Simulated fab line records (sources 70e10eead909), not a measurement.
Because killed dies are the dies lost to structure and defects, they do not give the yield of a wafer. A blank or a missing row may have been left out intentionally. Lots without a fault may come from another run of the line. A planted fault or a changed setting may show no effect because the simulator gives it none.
Which tool was responsible? + flow nand_harc + 18 wafers from 6 lots sampled at 3 of the route's 1159 steps

== WHAT THE GAUGES SHOWED, per wafer ==
NHARC_A_ONON_D1_THK_MEAS_27: measures by ellipsometry.
| lot  | measured     | on            | thk_nm (nm)    |
|------|--------------|---------------|----------------|
| L810 | day 8 13:59  | film_metro-01 | 1004 1006 1006 |
| L815 | day 9 20:28  | film_metro-01 | 992 995 993    |
| L818 | day 10 12:29 | film_metro-01 | 995 995 993    |
| L821 | day 11 11:23 | film_metro-02 | 1007 1006 1007 |
| L828 | day 13 12:56 | film_metro-01 | 999 1169 1166  |
| L830 | day 13 13:05 | film_metro-02 | 1015 1015 1013 |

== WHAT TOOL EACH LOT RAN ON (gives the tool, then ch and the chambers of the sampled wafers, and finally the start) ==
| lot  | NHARC_P_BONDPAD_PRE_CLEAN_26            | NHARC_A_ONON_D1_DEP_25           |
|------|-----------------------------------------|----------------------------------|
| L810 | pvd_sputter-03, day 8 13:28 or earlier  | pecvd_onon-02 ch 0, day 8 13:28  |
| L815 | pvd_sputter-03, day 9 20:01 or earlier  | pecvd_onon-03 ch 0, day 9 20:01  |
| L818 | pvd_sputter-03, day 10 11:58 or earlier | pecvd_onon-03 ch 0, day 10 11:58 |
| L821 | pvd_sputter-01, day 11 10:59 or earlier | pecvd_onon-03 ch 0, day 11 10:59 |
| L828 | pvd_sputter-01, day 13 12:29 or earlier | pecvd_onon-03 ch 0, day 13 12:29 |
| L830 | pvd_sputter-03, day 13 12:34 or earlier | pecvd_onon-01 ch 0, day 13 12:34 |
- NHARC_P_BONDPAD_PRE_CLEAN_26: time 30 s.
- NHARC_A_ONON_D1_DEP_25: target thk 1000 nm.

== THE ANSWER, worked out from the rows above alone ==
Rule: the usual values come from the lots themselves. The widest of any qualifying gaps counts: lots, ordered by their means at a reading, are off when they make up no more than a third of the lots, leave a main group of 4 or more, and stand apart from it by 3 or more times the standard deviation of that group's means. A main group is skipped when, at the precision printed for the reading in the tables above, its means are all equal. A lot without any number at a reading at which 4 lots or more have one is off too. Where the step has rows for the other lots, those lots are counted as sound.
Off, at NHARC_A_ONON_D1_THK_MEAS_27 on thk_nm: L828. Mean 1003 nm and standard deviation 7.9 in the main group.
A tool fits if, at a process step before that reading, it ran every lot that is off, and no sound lot after the first of them. Gauges at NHARC_A_ONON_D1_THK_MEAS_27: tried the same way as those tools. NHARC_P_BONDPAD_PRE_CLEAN_26 gives no start for some lots, so the hours and the order of its lots are those of NHARC_A_ONON_D1_DEP_25. Can't be told from this: 3 tools fit, pvd_sputter-01 at NHARC_P_BONDPAD_PRE_CLEAN_26, pecvd_onon-03 at NHARC_A_ONON_D1_DEP_25, film_metro-01 at NHARC_A_ONON_D1_THK_MEAS_27.

== WHAT HAD BEEN PUT IN BY THE SIMULATOR ==
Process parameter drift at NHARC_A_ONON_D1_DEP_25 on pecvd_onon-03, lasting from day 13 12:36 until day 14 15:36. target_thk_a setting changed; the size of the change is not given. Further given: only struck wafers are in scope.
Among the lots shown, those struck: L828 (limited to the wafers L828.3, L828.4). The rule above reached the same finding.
